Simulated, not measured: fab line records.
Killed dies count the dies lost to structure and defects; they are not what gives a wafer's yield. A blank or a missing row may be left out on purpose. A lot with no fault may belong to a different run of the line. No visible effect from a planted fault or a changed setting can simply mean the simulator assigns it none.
fab line records    flow n5-finfet
record: lots: 7  wafers: 39
route steps=1938 shown BEOL_M4@1024 BEOL_M7@1263
start-h: start of the lot's first displayed wafer, in hours after the record's first day    wait-h: hours since the lot's step before    " identical to the entry in the row above    L1.1+2: several wafers, shown together as one row    - no value, or no start was given    * or withheld: withheld    < > ~ a bound
route shown NAME@n: a module of which the file shows steps, and the number in the route of the first    usual: mean and standard deviation over wafers with no fault    same: alike in all rows    chamber/n: place in a boat    sites: the reading at each site    _std_site: their standard deviation    _edge_site: outer sites' mean less inner sites'    radius-mm: for every site, how far away it sits from the centre of the wafer    mask NAME#n: copy n    behind: the tool/chamber that last shaped the wafer    hold: why the lot went on hold/how many hours it stayed there/how the hold came to an end    device: transistor that didn't switch, given as n, p or np    end of line: tests of these same wafers at the route's end    step lacking rows: just its recipe    killed: the dies lost at the first sort to structure and to defects; this is not the yield of the wafer    map: a wafer's dies, marking killed ones x, the rest . and places with no die _
set.NAME: the setting as run; set.NAME@STEP: as run at that earlier step    model.NAME: the simulator's own value behind a step, which no gauge read
lots run with intentionally changed settings; tables by step, rows by wafer
== steps ==
step: N5_BEOL_M4_HM_DEP_02
recipe: material: TiN  target-thk-a: 200  temp-c: 25  chamber-pressure-pa: 0.49996
lot.wafer         tool            chamber  start-h  wait-h  set.target-thk-a  model.TiN_of_BEOL_M4_HM_DEP_02.thk-nm
L074.1+3+6        pvd-sputter-01  -        155.11   0.4     200               19.8
L074.2+4+5        "               -        "        "       288.5             28.6
L078.1+2+3+4+5+6  pvd-sputter-01  -        171.58   0.6     200               20.2
L087.1+5          pvd-sputter-03  -        230.59   0.5     316.1             31.6
L087.2+3          "               -        "        "       200               20
L087.4            "               -        "        "       200               19.8
L087.6            "               -        "        "       316.1             31.4
L090.1+2+6        pvd-sputter-03  -        262.78   0.8     200               20
L091.1            pvd-sputter-02  -        270.20   0.3     200               20.2
L091.2+4          "               -        "        "       200               20
L091.3+5+6        "               -        "        "       151.7             15.2
L093.1+5          pvd-sputter-01  -        277.12   0.8     200               20
L093.2+4          "               -        "        "       200               19.6
L093.3+6          "               -        "        "       200               19.8
L095.1+4          pvd-sputter-02  -        293.71   0.1     307.5             31
L095.2+3+5        "               -        "        "       200               20.2
L095.6            "               -        "        "       307.5             30.8
step: N5_BEOL_M4_COAT_61
recipe: resist: SOC  temp-c: 250  time-s: 60  spin-rpm: 1500  resist-thk-nm: 60
step: N5_BEOL_M4_COAT_62
recipe: resist: SiARC  temp-c: 220  time-s: 60  spin-rpm: 1500  resist-thk-nm: 12
step: N5_BEOL_M4_STRIP_75
recipe: chemistry: N2/H2  temp-c: 40  n2-flow-sccm: 200  h2-flow-sccm: 200  rf-frequency-hz: 6e+07
step: N5_BEOL_M4_STRIP_66
recipe: chemistry: CF4  resist: SiARC  power-w: 300  bias-power-w: 75  pressure-mtorr: 50  cf4-flow-sccm: 150  rf-frequency-hz: 6e+07
step: N5_BEOL_M4_HM_OPEN_17
recipe: chemistry: Cl2/BCl3  target-depth-a: 200  overetch-a: 60  target: TiN  mask-material: SOC  ion-energy-ev: 150  pressure-mtorr: 10  icp-w: 1000  bias-w: 126  Cl2_flow_sccm: 53.25  bcl3-flow-sccm: 21.75  Ar_flow_sccm: 25
lot.wafer  tool          chamber  start-h  wait-h  set.target-thk-a@BEOL_M4_HM_DEP_02  model.etch.depth-nm
L074.1     rie-metal-02  0        156.00   0.0     200                                 19.76
L074.2     "             1        "        "       288.5                               25.82
L074.3     "             1        "        "       200                                 19.75
L074.4     "             0        "        "       288.5                               25.93
L074.5     "             1        "        "       288.5                               25.76
L074.6     "             0        "        "       200                                 19.73
L078.1     rie-metal-02  1        172.35   0.0     200                                 20.14
L078.2     "             0        "        "       200                                 20.25
L078.3     "             1        "        "       200                                 20.29
L078.4     "             0        "        "       200                                 20.12
L078.5     "             1        "        "       200                                 20.24
L078.6     "             0        "        "       200                                 20.19
L087.1     rie-metal-03  1        231.68   0.0     316.1                               25.92
L087.2     "             1        "        "       200                                 20.05
L087.3     "             1        "        "       200                                 19.94
L087.4     "             1        "        "       200                                 19.85
L087.5     "             1        "        "       316.1                               25.99
L087.6     "             1        "        "       316.1                               25.89
L090.1     rie-metal-02  1        263.70   0.0     200                                 20.07
L090.2     "             0        "        "       200                                 19.96
L090.6     "             1        "        "       200                                 19.98
L091.1     rie-metal-03  1        271.37   0.0     200                                 20.16
L091.2     "             0        "        "       200                                 20.06
L091.3     "             0        "        "       151.7                               15.29
L091.4     "             1        "        "       200                                 19.99
L091.5+6   "             0,1      "        "       151.7                               15.28
L093.1     rie-metal-01  1        277.89   0.0     200                                 19.97
L093.2     "             0        "        "       200                                 19.64
L093.3     "             0        "        "       200                                 19.88
L093.4     "             1        "        "       200                                 19.62
L093.5     "             1        "        "       200                                 19.91
L093.6     "             0        "        "       200                                 19.82
L095.1+4   rie-metal-02  1,0      294.70   0.0     307.5                               25.86
L095.2     "             0        "        "       200                                 20.15
L095.3     "             1        "        "       200                                 20.23
L095.5     "             0        "        "       200                                 20.14
L095.6     "             1        "        "       307.5                               25.98
step: N5_BEOL_M4_STRIP_19
recipe: chemistry: O2  power-w: 400  temp-c: 40  pressure-mtorr: 30  rf-frequency-hz: 6e+07  bias-power-w: 0  overash-fraction: 0.2  o2-flow-sccm: 225
step: N5_BEOL_M4_ETCH_69
recipe: chemistry: CF4  target: SiARC  target-depth-a: 156  mask-material: CAR-EUV  time-s: 26  ion-energy-ev: 80  pressure-mtorr: 40  source-w: 545  bias-w: 36  Ar_flow_sccm: 100  cf4-flow-sccm: 100  ends: cleared
step: N5_BEOL_M4_ALD_98
recipe: material: SiO2  target-thk-a: 25  temp-c: 100  ald-precursor-family: BDEAS  ald-co-reactant: O2-plasma  pulse-time-s: 1  co-reactant-pulse-time-s: 1  purge-time-s: 2  co-reactant-purge-time-s: 2  ald-cycles: 17  pressure-torr: 2
step: N5_BEOL_M4_ETCHBACK_99
recipe: chemistry: CHF3  target: SiO2  target-depth-a: 50  time-s: 10.4  source-w: 215  bias-w: 47  Ar_flow_sccm: 200  CHF3_flow_sccm: 12  ion-energy-ev: 100  pressure-mtorr: 30
usual: oes-product-au: 0.78/0.081
lot.wafer  tool         chamber  start-h  wait-h  set.target-thk-a@BEOL_M4_HM_DEP_02  oes-product-au
L074.1     rie-diel-04  3        163.11   6.2     200                                 0.80
L074.2     "            0        "        "       288.5                               0.50
L074.3     "            1        "        "       200                                 0.68
L074.4     "            2        "        "       288.5                               0.46
L074.5     "            1        "        "       288.5                               0.40
L074.6     "            2        "        "       200                                 0.71
L078.1     rie-diel-04  1        177.80   4.4     200                                 0.67
L078.2     "            0        "        "       200                                 0.81
L078.3     "            2        "        "       200                                 0.71
L078.4     "            3        "        "       200                                 0.80
L078.5     "            1        "        "       200                                 0.67
L078.6     "            2        "        "       200                                 0.70
L087.1     rie-diel-01  0        234.25   0.6     316.1                               0.27
L087.2     "            2        "        "       200                                 0.75
L087.3     "            3        "        "       200                                 0.93
L087.4     "            1        "        "       200                                 0.82
L087.5     "            1        "        "       316.1                               0.31
L087.6     "            2        "        "       316.1                               0.28
L090.1     rie-diel-04  3        265.44   0.9     200                                 0.76
L090.2     "            1        "        "       200                                 0.94
L090.6     "            1        "        "       200                                 0.94
L091.1     rie-diel-03  0        272.66   0.4     200                                 0.84
L091.2     "            2        "        "       200                                 0.73
L091.3     "            3        "        "       151.7                               0.93
L091.4     "            3        "        "       200                                 0.92
L091.5     "            2        "        "       151.7                               0.74
L091.6     "            0        "        "       151.7                               0.85
L093.1     rie-diel-01  2        282.59   3.3     200                                 0.73
L093.2     "            1        "        "       200                                 0.81
L093.3     "            3        "        "       200                                 0.90
L093.4     "            1        "        "       200                                 0.80
L093.5     "            2        "        "       200                                 0.74
L093.6     "            3        "        "       200                                 0.90
L095.1     rie-diel-01  1        300.34   4.5     307.5                               0.31
L095.2     "            3        "        "       200                                 0.88
L095.3     "            0        "        "       200                                 0.71
L095.4     "            2        "        "       307.5                               0.28
L095.5     "            1        "        "       200                                 0.80
L095.6     "            2        "        "       307.5                               0.28
step: N5_BEOL_M4_ETCH_70
recipe: chemistry: N2/H2  target: SOC  target-depth-a: 800  overetch-a: 240  mask-material: SiARC  temp-c: 40  time-s: 130  ion-energy-ev: 200  pressure-mtorr: 30  source-w: 840  bias-w: 150  n2-flow-sccm: 200  h2-flow-sccm: 200
step: N5_BEOL_M4_STRIP_71
recipe: chemistry: N2/H2  temp-c: 40  n2-flow-sccm: 200  h2-flow-sccm: 200  rf-frequency-hz: 6e+07
step: N5_BEOL_M4_STRIP_78
recipe: chemistry: N2/H2  temp-c: 40  n2-flow-sccm: 200  h2-flow-sccm: 200  rf-frequency-hz: 6e+07
step: N5_BEOL_M4_VIA_ETCH_34
recipe: chemistry: C4F6/O2  target-depth-a: 694  mask-material: SOC  pressure-mtorr: 15  ion-energy-ev: 250  taper-deg: 4  time-s: 65.9  source-w: 350  bias-w: 170  Ar_flow_sccm: 300  C4F6_flow_sccm: 10  O2_flow_sccm: 10
usual: oes-product-au: 0.78/0.082
lot.wafer  tool         chamber  start-h  wait-h  set.target-thk-a@BEOL_M4_HM_DEP_02  oes-product-au
L074.1     rie-diel-04  3        163.25   0.0     200                                 0.80
L074.2     "            0        "        "       288.5                               0.50
L074.3     "            1        "        "       200                                 0.68
L074.4     "            2        "        "       288.5                               0.46
L074.5     "            1        "        "       288.5                               0.41
L074.6     "            2        "        "       200                                 0.72
L078.1     rie-diel-04  1        177.94   0.0     200                                 0.68
L078.2     "            0        "        "       200                                 0.82
L078.3     "            2        "        "       200                                 0.71
L078.4     "            3        "        "       200                                 0.81
L078.5     "            1        "        "       200                                 0.69
L078.6     "            2        "        "       200                                 0.71
L087.1     rie-diel-01  0        234.39   0.0     316.1                               0.28
L087.2     "            2        "        "       200                                 0.75
L087.3     "            3        "        "       200                                 0.93
L087.4     "            1        "        "       200                                 0.82
L087.5     "            1        "        "       316.1                               0.31
L087.6     "            2        "        "       316.1                               0.28
L090.1     rie-diel-04  3        265.58   0.0     200                                 0.76
L090.2     "            1        "        "       200                                 0.94
L090.6     "            1        "        "       200                                 0.94
L091.1     rie-diel-03  0        272.80   0.0     200                                 0.85
L091.2     "            2        "        "       200                                 0.73
L091.3     "            3        "        "       151.7                               0.93
L091.4     "            3        "        "       200                                 0.92
L091.5     "            2        "        "       151.7                               0.73
L091.6     "            0        "        "       151.7                               0.85
L093.1     rie-diel-01  2        282.73   0.0     200                                 0.73
L093.2     "            1        "        "       200                                 0.80
L093.3     "            3        "        "       200                                 0.90
L093.4     "            1        "        "       200                                 0.81
L093.5     "            2        "        "       200                                 0.73
L093.6     "            3        "        "       200                                 0.90
L095.1     rie-diel-01  1        300.48   0.0     307.5                               0.30
L095.2     "            3        "        "       200                                 0.90
L095.3     "            0        "        "       200                                 0.72
L095.4     "            2        "        "       307.5                               0.28
L095.5     "            1        "        "       200                                 0.80
L095.6     "            2        "        "       307.5                               0.27
step: N5_BEOL_M4_STRIP_83
recipe: chemistry: C4F6/O2  resist: SiARC  rf-frequency-hz: 6e+07
step: N5_BEOL_M4_STRIP_36
recipe: chemistry: N2/H2  power-w: 450  temp-c: 40  pressure-mtorr: 20  rf-frequency-hz: 6e+07  overash-fraction: 0.3  bias-power-w: 7  h2-frac: 0.5  n2-flow-sccm: 200  h2-flow-sccm: 200
step: N5_BEOL_M4_TRENCH_ETCH_37
recipe: chemistry: C4F6/O2  target-depth-a: 555.55  target: SiOC  time-s: 29.2  ion-energy-ev: 250  pressure-mtorr: 30  source-w: 355  bias-w: 185  Ar_flow_sccm: 300  C4F6_flow_sccm: 10  O2_flow_sccm: 10
step: N5_BEOL_M4_ETCH_41
recipe: chemistry: CH3F/O2  target: SiCN  target-depth-a: 299  taper-deg: 2  time-s: 52.5  ion-energy-ev: 120  mask-material: TiN  pressure-mtorr: 30  source-w: 395  bias-w: 75  Ar_flow_sccm: 150  CH3F_flow_sccm: 30  O2_flow_sccm: 20
usual: oes-product-au: 0.78/0.081
lot.wafer  tool         chamber  start-h  wait-h  set.target-thk-a@BEOL_M4_HM_DEP_02  oes-product-au
L074.1     rie-diel-04  3        -        -       200                                 0.80
L074.2     "            0        "        "       288.5                               0.50
L074.3     "            1        "        "       200                                 0.68
L074.4     "            2        "        "       288.5                               0.46
L074.5     "            1        "        "       288.5                               0.41
L074.6     "            2        "        "       200                                 0.71
L078.1     rie-diel-04  1        -        -       200                                 0.68
L078.2     "            0        "        "       200                                 0.82
L078.3     "            2        "        "       200                                 0.71
L078.4     "            3        "        "       200                                 0.80
L078.5     "            1        "        "       200                                 0.68
L078.6     "            2        "        "       200                                 0.71
L087.1     rie-diel-01  0        -        -       316.1                               0.27
L087.2     "            2        "        "       200                                 0.75
L087.3     "            3        "        "       200                                 0.93
L087.4     "            1        "        "       200                                 0.82
L087.5     "            1        "        "       316.1                               0.31
L087.6     "            2        "        "       316.1                               0.28
L090.1     rie-diel-04  3        -        -       200                                 0.76
L090.2     "            1        "        "       200                                 0.94
L090.6     "            1        "        "       200                                 0.93
L091.1     rie-diel-03  0        -        -       200                                 0.85
L091.2     "            2        "        "       200                                 0.74
L091.3     "            3        "        "       151.7                               0.92
L091.4     "            3        "        "       200                                 0.92
L091.5     "            2        "        "       151.7                               0.74
L091.6     "            0        "        "       151.7                               0.84
L093.1     rie-diel-01  2        -        -       200                                 0.73
L093.2     "            1        "        "       200                                 0.80
L093.3     "            3        "        "       200                                 0.89
L093.4     "            1        "        "       200                                 0.80
L093.5     "            2        "        "       200                                 0.72
L093.6     "            3        "        "       200                                 0.90
L095.1     rie-diel-01  1        -        -       307.5                               0.30
L095.2     "            3        "        "       200                                 0.90
L095.3     "            0        "        "       200                                 0.70
L095.4     "            2        "        "       307.5                               0.28
L095.5     "            1        "        "       200                                 0.79
L095.6     "            2        "        "       307.5                               0.28
step: N5_BEOL_M4_STRIP_97
recipe: chemistry: N2/H2  time-s: 10  power-w: 450  temp-c: 40  pressure-mtorr: 20  rf-frequency-hz: 6e+07  bias-power-w: 7  n2-flow-sccm: 200  h2-flow-sccm: 200
step: N5_BEOL_M4_OCD_MEAS_38
usual: trench-depth-nm: 55.6/0.91
lot.wafer  tool    chamber  start-h  wait-h  set.target-thk-a@BEOL_M4_HM_DEP_02  trench-depth-nm
L074.1     ocd-02  -        163.51   -       200                                 57.6
L074.2     "       -        "        "       288.5                               21.1
L074.3     "       -        "        "       200                                 55.4
L074.4     "       -        "        "       288.5                               23.9
L074.5     "       -        "        "       288.5                               20.1
L074.6     "       -        "        "       200                                 55.1
L078.1     ocd-01  -        178.20   -       200                                 55.3
L078.2     "       -        "        "       200                                 56.7
L078.3     "       -        "        "       200                                 55.0
L078.4     "       -        "        "       200                                 56.5
L078.5     "       -        "        "       200                                 55.3
L078.6     "       -        "        "       200                                 54.7
L087.1     ocd-02  -        234.65   -       316.1                               0.1
L087.2     "       -        "        "       200                                 55.7
L087.3     "       -        "        "       200                                 56.7
L087.4     "       -        "        "       200                                 56.0
L087.5     "       -        "        "       316.1                               0.4
L087.6     "       -        "        "       316.1                               0
L090.1     ocd-02  -        265.83   -       200                                 57.3
L090.2     "       -        "        "       200                                 56.9
L090.6     "       -        "        "       200                                 56.7
L091.1     ocd-01  -        273.05   -       200                                 55.6
L091.2     "       -        "        "       200                                 54.5
L091.3     "       -        "        "       151.7                               54.5
L091.4     "       -        "        "       200                                 55.0
L091.5     "       -        "        "       151.7                               54.7
L091.6     "       -        "        "       151.7                               55.5
L093.1     ocd-02  -        282.98   -       200                                 55.5
L093.2     "       -        "        "       200                                 55.7
L093.3     "       -        "        "       200                                 56.5
L093.4     "       -        "        "       200                                 56.5
L093.5     "       -        "        "       200                                 55.0
L093.6     "       -        "        "       200                                 56.9
L095.1     ocd-02  -        300.74   -       307.5                               0.5
L095.2     "       -        "        "       200                                 56.2
L095.3     "       -        "        "       200                                 55.3
L095.4     "       -        "        "       307.5                               0.2
L095.5     "       -        "        "       200                                 55.5
L095.6     "       -        "        "       307.5                               0.6
step: N5_BEOL_M7_ILD_DEP_00
recipe: material: SiCOH_lowk  target-thk-a: 1797.5  temp-c: 300  precursor: DEMS/porogen  pressure-torr: 5  rf-w: 500  time-s: 33.4
lot.wafer  tool      chamber  start-h  wait-h  set.time-s  model.SiCOH_lowk_of_BEOL_M7_ILD_DEP_00.thk-nm
L074.1     pecvd-01  2        187.96   0.0     33.4        182.4
L074.2+4   "         0,2      "        "       47.69       255.6
L074.3     "         1        "        "       33.4        183.2
L074.5     "         1        "        "       33.4        182.2
L074.6     "         0        "        "       47.69       259.4
L078.1     pecvd-02  0        200.94   0.0     33.4        179.2
L078.2     "         2        "        "       26.81       145.2
L078.3     "         1        "        "       26.81       142
L078.4     "         1        "        "       33.4        183.6
L078.5     "         0        "        "       26.81       146
L078.6     "         2        "        "       33.4        181.6
L087.1     pecvd-03  0        262.55   0.0     33.4        178.4
L087.2     "         2        "        "       33.4        178
L087.3     "         1        "        "       33.4        176.8
L087.4     "         1        "        "       33.4        179.4
L087.5     "         2        "        "       33.4        180.4
L087.6     "         0        "        "       33.4        180.2
L090.1     pecvd-03  0        294.25   0.0     33.4        177.2
L090.2     "         2        "        "       33.4        174.6
L090.6     "         0        "        "       33.4        179.2
L091.1     pecvd-01  2        300.04   0.0     33.4        179.4
L091.2     "         1        "        "       33.4        178
L091.3     "         0        "        "       33.4        178.4
L091.4     "         1        "        "       26.8        148
L091.5     "         2        "        "       26.8        146.6
L091.6     "         0        "        "       26.8        145.2
L093.1     pecvd-01  2        307.29   0.0     17.25       95.2
L093.2     "         1        "        "       33.4        179.4
L093.3     "         0        "        "       17.25       94.2
L093.4     "         1        "        "       17.25       94.6
L093.5     "         2        "        "       33.4        180
L093.6     "         0        "        "       33.4        179.2
L095.1     pecvd-03  2        331.92   0.0     33.4        175.4
L095.2     "         1        "        "       14.45       76.6
L095.3     "         0        "        "       14.45       78.4
L095.4     "         0        "        "       14.45       78.6
L095.5+6   "         1,2      "        "       33.4        178.4
step: N5_BEOL_M7_CURE_74
recipe: temp-c: 385  time-s: 240  ambient: He/Ar  material: SiCOH_lowk
lot.wafer  tool        chamber  start-h  wait-h  set.time-s@BEOL_M7_ILD_DEP_00  model.SiCOH_lowk_of_BEOL_M7_ILD_DEP_00.thk-nm
L074.1     uv-cure-03  2        188.02   0.0     33.4                           157.4
L074.2+4   "           2        "        "       47.69                          221.4
L074.3     "           2        "        "       33.4                           158
L074.5     "           2        "        "       33.4                           157.2
L074.6     "           2        "        "       47.69                          224.8
L078.1     uv-cure-03  2        201.01   0.0     33.4                           154.6
L078.2     "           2        "        "       26.81                          124.8
L078.3     "           2        "        "       26.81                          122.2
L078.4     "           2        "        "       33.4                           158.4
L078.5     "           2        "        "       26.81                          125.6
L078.6     "           2        "        "       33.4                           156.6
L087.1     uv-cure-03  0        262.61   0.0     33.4                           153.8
L087.2     "           0        "        "       33.4                           153.4
L087.3     "           0        "        "       33.4                           152.4
L087.4     "           0        "        "       33.4                           154.8
L087.5     "           0        "        "       33.4                           155.6
L087.6     "           0        "        "       33.4                           155.4
L090.1     uv-cure-01  1        294.31   0.0     33.4                           152.8
L090.2     "           1        "        "       33.4                           150.6
L090.6     "           1        "        "       33.4                           154.4
L091.1     uv-cure-03  1        300.11   0.0     33.4                           154.6
L091.2     "           1        "        "       33.4                           153.4
L091.3     "           1        "        "       33.4                           153.8
L091.4     "           1        "        "       26.8                           127.4
L091.5     "           1        "        "       26.8                           126.2
L091.6     "           1        "        "       26.8                           125
L093.1     uv-cure-03  0        307.35   0.0     17.25                          81.6
L093.2     "           0        "        "       33.4                           154.6
L093.3     "           0        "        "       17.25                          80.8
L093.4     "           0        "        "       17.25                          81.2
L093.5     "           0        "        "       33.4                           155.2
L093.6     "           0        "        "       33.4                           154.4
L095.1     uv-cure-01  0        331.99   0.1     33.4                           151.2
L095.2     "           0        "        "       14.45                          65.6
L095.3     "           0        "        "       14.45                          67.2
L095.4     "           0        "        "       14.45                          67.4
L095.5     "           0        "        "       33.4                           154
L095.6     "           0        "        "       33.4                           153.8
step: N5_BEOL_M7_THK_MEAS_01
recipe: reads: SiCOH_lowk_of_BEOL_M7_ILD_DEP_00
usual: M7_ILD_THK: 154.8/2
lot.wafer  tool           chamber  start-h  wait-h  set.time-s@BEOL_M7_ILD_DEP_00  M7_ILD_THK[nm]
L074.1     film-metro-01  -        188.54   0.4     33.4                           157.5
L074.2     "              -        "        "       47.69                          221.5
L074.3     "              -        "        "       33.4                           158.0
L074.4     "              -        "        "       47.69                          221.4
L074.5     "              -        "        "       33.4                           157.2
L074.6     "              -        "        "       47.69                          224.7
L078.1     film-metro-01  -        201.52   0.4     33.4                           154.5
L078.2     "              -        "        "       26.81                          124.9
L078.3     "              -        "        "       26.81                          122.1
L078.4     "              -        "        "       33.4                           158.5
L078.5     "              -        "        "       26.81                          125.8
L078.6     "              -        "        "       33.4                           156.8
L087.1     film-metro-01  -        263.12   0.4     33.4                           153.8
L087.2     "              -        "        "       33.4                           153.5
L087.3     "              -        "        "       33.4                           152.5
L087.4     "              -        "        "       33.4                           154.9
L087.5     "              -        "        "       33.4                           155.5
L087.6     "              -        "        "       33.4                           155.5
L090.1     film-metro-02  -        294.82   0.4     33.4                           152.8
L090.2     "              -        "        "       33.4                           150.6
L090.6     "              -        "        "       33.4                           154.5
L091.1     film-metro-02  -        300.62   0.4     33.4                           154.7
L091.2     "              -        "        "       33.4                           153.5
L091.3     "              -        "        "       33.4                           153.7
L091.4     "              -        "        "       26.8                           127.6
L091.5     "              -        "        "       26.8                           126.1
L091.6     "              -        "        "       26.8                           124.9
L093.1     film-metro-02  -        307.86   0.4     17.25                          81.7
L093.2     "              -        "        "       33.4                           154.7
L093.3     "              -        "        "       17.25                          80.8
L093.4     "              -        "        "       17.25                          81.2
L093.5     "              -        "        "       33.4                           155.2
L093.6     "              -        "        "       33.4                           154.2
L095.1     film-metro-01  -        332.51   0.4     33.4                           151.1
L095.2     "              -        "        "       14.45                          65.7
L095.3     "              -        "        "       14.45                          67.2
L095.4     "              -        "        "       14.45                          67.4
L095.5     "              -        "        "       33.4                           153.9
L095.6     "              -        "        "       33.4                           154.0
== key ==
split: step: N5_BEOL_M4_HM_DEP_02  setting: target-thk-a  stated: 200  by: wafer
response: step: N5_BEOL_M4_HM_DEP_02  reading: model.TiN_of_BEOL_M4_HM_DEP_02.thk-nm  change: +0.2  per: 1%  r: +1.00
response: step: N5_BEOL_M4_HM_OPEN_17  reading: model.etch.depth-nm  change: +0.118  per: 1%  r: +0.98
response: step: N5_BEOL_M4_ETCHBACK_99  reading: oes-product-au  change: -0.00811  per: 1%  r: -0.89
response: step: N5_BEOL_M4_VIA_ETCH_34  reading: oes-product-au  change: -0.00817  per: 1%  r: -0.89
response: step: N5_BEOL_M4_ETCH_41  reading: oes-product-au  change: -0.00809  per: 1%  r: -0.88
response: step: N5_BEOL_M4_OCD_MEAS_38  reading: trench-depth-nm  change: -0.879  per: 1%  r: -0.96
split: step: N5_BEOL_M7_ILD_DEP_00  setting: time-s  stated: 33.4  by: wafer
response: step: N5_BEOL_M7_ILD_DEP_00  reading: model.SiCOH_lowk_of_BEOL_M7_ILD_DEP_00.thk-nm  change: +1.75  per: 1%  r: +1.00
response: step: N5_BEOL_M7_CURE_74  reading: model.SiCOH_lowk_of_BEOL_M7_ILD_DEP_00.thk-nm  change: +1.52  per: 1%  r: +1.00
response: step: N5_BEOL_M7_THK_MEAS_01  reading: M7_ILD_THK  change: +1.52  per: 1%  r: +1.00
